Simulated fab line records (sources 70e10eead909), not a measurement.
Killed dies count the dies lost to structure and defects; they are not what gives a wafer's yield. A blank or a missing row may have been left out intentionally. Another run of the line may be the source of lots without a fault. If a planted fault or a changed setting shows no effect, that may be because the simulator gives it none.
Comparing a struck lot with a sound one / flow nandHarc / 15 out of 1159 route steps
Sound: the wafers L681.2, L681.3, L681.6. Struck: wafers L689.1, L689.3 (left out: L689.4, a lot-mate that was not struck); the cause follows at the end.
For every step that has rows: the tool of each side, followed by ch and its chambers, followed by its first start. Under that, the readings that differ: sound wafers / struck wafers / difference of the means / sigmas: that difference in standard deviations of wafers without a fault.
alike: same words and numbers on both sides, and readings whose means sit less than 2 such deviations apart. not compared: any withheld reading, any reading some wafer has no value for, any bound like >300 that may hide the same value, and any number with overlapping values for which the record gives no deviation.
Wherever a step has rows on one side only, a row that says differs or no value, or a row with sigmas, the two part there. Numbers that have no deviation but don't overlap get no sigmas and don't part them. A reading missing from all wafers of one side parts the sides only when that side holds two or more wafers.

first, 4 steps without rows for these wafers: NHARC_P_M1_EBR_05; NHARC_P_M1_EXPOSE_06 (exposes mask P M1, target cd 130 nm); NHARC_P_M1_PEB_07 (peb time 65 s); NHARC_P_M1_DEVELOP_08 (develop time 35 s).
NHARC_P_M1_CD_MEAS_09: the cd target is 130 nm.
  sound on cdSem-01 ch 0, day 9 10:01; struck on cdSem-01 ch 0, day 11 05:13
  alike: cdNm
NHARC_P_M1_OVL_MEAS_10: pitch 260 nm.
  sound on overlay-02, day 9 10:07; struck on overlay-01, day 11 05:19
reading=overlayYNm (nm); sound=0.4 0.4 0.3; struck=-1.7 -1.9; difference=-2.2; sigmas=-3
  alike: overlayXNm
NHARC_P_M1_INSPECT_11:
  sound on defectInspect-02, day 9 10:08; struck on defectInspect-02, day 11 05:20
  alike: rawDefectCount
NHARC_P_M1_DESCUM_14: chemistry O2, time 3 s.
  sound on rieDiel-11 ch 0,1,2, day 9 10:13; struck on rieDiel-03 ch 2,3, day 11 05:24
  alike: drypumpMotorCurrentA, oesProductAu, rfVppV, showerheadPlenumPTorr, throttleValvePct
  not compared: rfHoursCounterH
NHARC_P_M1_ETCH_35: etches the open film in N2/H2, target depth 40 nm, overetch 12 nm, time 43.94 s.
  sound on rieDiel-11 ch 2,3, day 9 10:17; struck on rieDiel-03 ch 1,2, day 11 05:30
  alike: drypumpMotorCurrentA, oesProductAu, rfVppV, showerheadPlenumPTorr, throttleValvePct
  not compared: rfHoursCounterH
NHARC_P_M1_ETCH_15: etches the open film in C4F8/Ar, target depth 182.5 nm, time 91.2 s.
  sound: rieDiel-11 ch 0,2,3; struck: rieDiel-03 ch 2,3
  alike: oesProductAu, rfVppV
  not compared: rfHoursCounterH
NHARC_P_M1_CD_MEAS_16:
  sound on cdSem-02, day 9 10:31; struck on cdSem-03, day 11 05:43
  alike: cdNm
NHARC_P_M1_STRIP_18: strips in N2/H2.
  sound on rieDiel-11 ch 0,1,2, day 9 10:37; struck on rieDiel-11 ch 0,1, day 11 05:50
  alike: drypumpMotorCurrentA, oesProductAu, rfVppV, showerheadPlenumPTorr, throttleValvePct
  not compared: rfHoursCounterH
NHARC_P_M1_ETCH_28: etches the open film in CF4/N2, target depth 30 nm, time 72.99 s.
  sound on rieDiel-11 ch 1,2,3, day 9 10:50; struck on rieDiel-11 ch 0, day 11 06:11
reading=overEtchFrac; sound=0.3 0.3 0.3; struck=0.21716 0.21716; difference=-0.08284; sigmas=
  alike: drypumpMotorCurrentA, oesProductAu, rfVppV, showerheadPlenumPTorr, throttleValvePct
  not compared: rfHoursCounterH
then, 1 step without rows for these wafers: NHARC_P_M1_STRIP_19 (strips in post etch residue remover, time 600 s).
NHARC_END_SORT_01:
  the record has rows for the sound wafers here (prober-01 ch 0, day 22 03:17) and none for the struck ones

## WHERE THEY PART
First at NHARC_P_M1_OVL_MEAS_10; last, within this record, at NHARC_END_SORT_01.

WHY: the cause the simulator had injected
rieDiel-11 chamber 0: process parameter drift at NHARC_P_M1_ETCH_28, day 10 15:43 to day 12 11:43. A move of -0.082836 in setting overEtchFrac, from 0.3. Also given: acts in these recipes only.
